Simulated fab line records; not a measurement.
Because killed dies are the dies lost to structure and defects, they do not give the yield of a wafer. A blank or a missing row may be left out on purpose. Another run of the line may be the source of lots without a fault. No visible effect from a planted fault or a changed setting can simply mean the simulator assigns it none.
Matching of chambers ; flow nand_harc ; 4 sister chambers for NHARC_P_M2_CMP_23 on cmp-04
The step polishes, t overpolish 20 s, target thk 144.3 nm. 8 wafers are shown with their chamber, then 9 later ones without.

## WAFERS, EACH WITH ITS CHAMBER
wafer;chamber;motor_current_A (A);time_to_endpoint_s (s)
L076.3;3;10.2;27
L078.6;0;10.2;22
L087.1;2;12.4;30
L087.2;3;10.3;31
L087.3;1;12.1;34
L086.1;1;11.7;34
L086.3;0;10.3;22
L086.5;2;12.6;35

## WAFERS MISSING THEIR CHAMBER
wafer;motor_current_A (A);time_to_endpoint_s (s)
L092.1;10.9;26
L092.3;12.8;27
L092.4;11.9;31
L091.4;12.5;29
L091.5;11.4;32
L091.6;10.4;20
L095.3;12.6;33
L095.5;11.8;31
L095.6;11.9;29

## THE CHAMBER EACH PASSED THROUGH
wafer;from the rows above;in truth
L092.1;can't be placed: 3 or 0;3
L092.3;2;2
L092.4;1;1
L091.4;2;2
L091.5;1;1
L091.6;0;0
L095.3;2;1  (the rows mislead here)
L095.5;1;1
L095.6;can't be placed: 1 or 2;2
Placed correctly: 6 of 9. Not placeable from these rows: 2 (in 2, the candidates include the true chamber). Number placed wrongly: 1.
How it was worked out, from the rows above alone: a wafer's distance from a chamber is the root of the sum, over the readings, of the square of ((its reading less the chamber's mean) divided by the reading's scatter). If the next closest chamber is less than 2 further off than the closest, the wafer can't be placed; otherwise it belongs to the closest. For every chamber, the mean is computed from those of its wafers that are shown. The scatter is the square root of a quotient: the sum, over the shown wafers, of each reading's squared deviation from its chamber's mean, divided by wafers minus chambers.
